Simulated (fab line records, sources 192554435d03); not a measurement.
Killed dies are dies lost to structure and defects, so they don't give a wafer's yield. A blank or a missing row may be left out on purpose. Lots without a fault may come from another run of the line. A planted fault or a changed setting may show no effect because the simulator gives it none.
A struck lot beside a sound one | flow n5_finfet | 38 steps out of a route of 1938
Sound: wafers L688.1, L688.2, L688.3. Struck: wafer L701.1. (L701.3, L701.4 of the same lot were not struck and are left out.) The cause comes at the end.
At each step with rows: each side's tool, then ch and its chambers, then its first start. Under that, the readings that differ: sound wafers | struck wafers | difference of the means | sigmas: that difference in standard deviations of wafers without a fault.
alike: readings whose means differ by less than 2 such deviations, and words and numbers that are the same on both sides. not compared: withheld readings, readings that some wafer has no value for, bounds like >300 that may hide the same value, and numbers for which the record gives no deviation and whose values overlap.
The two part at a step that has a row with sigmas, a row that says differs or no value, or rows on one side only. Numbers that don't overlap but have no deviation are shown without sigmas and don't part them. A reading that every wafer of one side lacks parts them only if that side has two wafers or more.

first, 9 steps without rows for these wafers: N5_HKMG_FIN_COAT_30 (time 60 s, resist thk 35 nm); N5_HKMG_FIN_COAT_06 (resist thk 90 nm); N5_HKMG_FIN_EBR_08; N5_HKMG_FIN_SOFTBAKE_07 (time 60 s); N5_HKMG_FIN_EXPOSE_09 (exposes mask NWFM); N5_HKMG_FIN_PEB_10 (peb time 60 s); N5_HKMG_FIN_DEVELOP_11 (develop time 30 s); N5_HKMG_FIN_DESCUM_17 (chemistry O2, time 7.9 s); N5_HKMG_FIN_ETCH_31 (etches SiARC in CF4, target depth 45.5 nm, time 75.8 s).
N5_HKMG_FIN_ETCH_32: etches SOC in N2/H2, target depth 240 nm, time 300 s.
  sound on rie_diel-03 ch 0,1,2, day 4 03:01; struck on rie_diel-05 ch 1, day 7 11:44
  alike: bias_w, chamber_pressure_mTorr, drypump_motor_current_A, oes_product_au, rf_vpp_V, showerhead_plenum_p_Torr, throttle_valve_pct
  not compared: rf_hours_counter_h
then, 27 steps without rows for these wafers: N5_HKMG_FIN_STRIP_33 (strips in N2/H2); N5_HKMG_FIN_STRIP_34 (strips in CF4); N5_HKMG_FIN_ETCH_35 (etches SOC in N2/H2, target depth 215.8 nm, time 243.4 s); N5_HKMG_FIN_STRIP_92 (strips SOC in N2/H2, time 20 s); N5_HKMG_FIN_WET_ETCH_18 (etches TiN in SC1, time 55 s, target depth 5.2 nm, rinse time 30 s); N5_HKMG_FIN_STRIP_19 (strips in N2/H2, time 360 s); N5_HKMG_FIN_ALD_91 (deposits TiN, target thk 1 nm, pulse time 1 s, purge time 3 s); N5_HKMG_FIN_COAT_85 (time 60 s, resist thk 300 nm); N5_HKMG_FIN_ETCH_86 (etches SOC in N2/H2, stops on TiN, target depth 393.2 nm); N5_HKMG_FIN_STRIP_89 (strips SOC in N2/H2, time 20 s); N5_HKMG_FIN_WET_ETCH_87 (etches TiN in SC1, time 154.2 s, target depth 4.7 nm, rinse time 30 s); N5_HKMG_FIN_STRIP_88 (strips in N2/H2, time 360 s); N5_HKMG_FIN_NWFM_ALD_20 (deposits TiAlC, target thk 2 nm, pulse time 3 s, purge time 2 s); N5_HKMG_FIN_ALD_71 (deposits TiN, target thk 1 nm, pulse time 1 s, purge time 3 s); N5_HKMG_FIN_COAT_66 (time 60 s, resist thk 300 nm); N5_HKMG_FIN_ETCH_67 (etches SOC in N2/H2, stops on TiN, target depth 388.9 nm); N5_HKMG_FIN_STRIP_90 (strips SOC in N2/H2, time 20 s); N5_HKMG_FIN_WET_ETCH_73 (etches the open film in SC1, time 42.3 s, target depth 1.3 nm, rinse time 30 s); N5_HKMG_FIN_ETCHBACK_68 (etches the open film in Cl2/Ar, stops on HfO2, target depth 0.5 nm); N5_HKMG_FIN_STRIP_69 (strips in N2/H2, time 360 s); N5_HKMG_FIN_ALD_21 (deposits TiN, target thk 1.5 nm, pulse time 1 s, purge time 3 s); N5_HKMG_FIN_ALD_72 (deposits W, target thk 2 nm, pulse time 1 s, purge time 2 s); N5_HKMG_FIN_W_FILL_22 (material W, target thk 60 nm, time 18.2 s); N5_HKMG_FIN_PRECLEAN_83 (cleans in DIW, time 57.5 s); N5_HKMG_FIN_SRD_84 (dry time 32 s); N5_HKMG_FIN_CMP_23 (polishes, stops on SiNx, t overpolish 10 s, target thk 46.326 nm); N5_HKMG_FIN_CMP_94 (polishes, stops on SiNx, t overpolish 4.7 s, target thk 43.299 nm).
-- the record jumps here: 8 days lie between the struck wafers' starts before and after (it left off in module HKMG_FIN and takes up again in module PASSIVATION, whose first step shown is number 1936 of the route) --
N5_PASSIVATION_PROBE_49:
  sound on prober-02, day 12 01:20; struck on prober-02, day 15 14:47
  reading                  | sound          | struck | difference | sigmas
  defect_limited_yield (%) | 89.8 91.3 91.0 | 83.7   | -7.0       | -5
  killed_at_M0_to_M3       | 28 31 19       | 51     | +25        | +2
  killed_at_front_end      | 55 42 43       | 110    | +63        | +6
  killed_dies              | 120 103 106    | 192    | +82        | +5
  killed_on_rim            | 17 10 7        | 26     | +15        | +4
  sort_bin_5_function (%)  | 6.5 5.1 4.8    | 9.2    | +3.7       | +3
  sort_n_pass              | 1060 1077 1074 | 988    | -82        | -5
  sort_yield_pct (%)       | 89.8 91.3 91.0 | 83.7   | -7.0       | -5
  alike: killed_at_M4_up, killed_at_contacts, killed_at_other, killed_open, killed_short, sort_bin_6_memory, sort_bin_8_speed

WHERE THEY PART
Only at N5_PASSIVATION_PROBE_49, within this record.

WHY: what the simulator had put in
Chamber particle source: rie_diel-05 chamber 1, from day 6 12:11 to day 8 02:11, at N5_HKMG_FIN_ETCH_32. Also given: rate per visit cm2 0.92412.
